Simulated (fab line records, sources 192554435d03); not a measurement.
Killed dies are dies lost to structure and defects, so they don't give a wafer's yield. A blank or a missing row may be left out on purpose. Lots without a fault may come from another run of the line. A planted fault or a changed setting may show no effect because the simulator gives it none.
Chamber matching | flow n5_finfet | N5_BEOL_M3_ALD_84 on ald_metal-03: 4 sister chambers
The step deposits TaN, pulse time 2 s, purge time 3 s, co reactant purge time 2 s. 8 wafers are shown with their chamber, then 9 later ones without.

WAFERS WITH THEIR CHAMBER
wafer  | chamber | heater_power_w (W)
L080.5 | 2       | 408
L083.1 | 1       | 449
L083.3 | 2       | 389
L085.1 | 0       | 417
L085.5 | 3       | 314
L089.2 | 1       | 464
L089.3 | 3       | 327
L089.4 | 0       | 406

WAFERS WITHOUT THEIR CHAMBER
wafer  | heater_power_w (W)
L091.3 | 400
L091.4 | 327
L091.5 | 450
L093.1 | 397
L093.4 | 463
L093.5 | 315
L097.2 | 408
L097.3 | 322
L097.5 | 418

WHICH CHAMBER EACH WENT THROUGH
wafer  | from the rows above     | in truth
L091.3 | can't be placed: 2 or 0 | 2
L091.4 | 3                       | 3
L091.5 | 1                       | 1
L093.1 | can't be placed: 2 or 0 | 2
L093.4 | 1                       | 1
L093.5 | 3                       | 3
L097.2 | can't be placed: 0 or 2 | 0
L097.3 | 3                       | 3
L097.5 | can't be placed: 0 or 2 | 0
Placed correctly: 5 of 9. Can't be placed from these rows: 4 (the true chamber is among the candidates in 4). Placed wrongly: 0.
How it was worked out, from the rows above alone: a wafer's distance from a chamber is the root of the sum, over the readings, of the square of ((its reading less the chamber's mean) divided by the reading's scatter). The wafer belongs to the nearest chamber; if the next one is less than 2 further off, it can't be placed. A chamber's mean is the mean of its shown wafers. The scatter: the root of (the sum of the squares of (reading less its chamber's mean) over the shown wafers, divided by (wafers less chambers)).
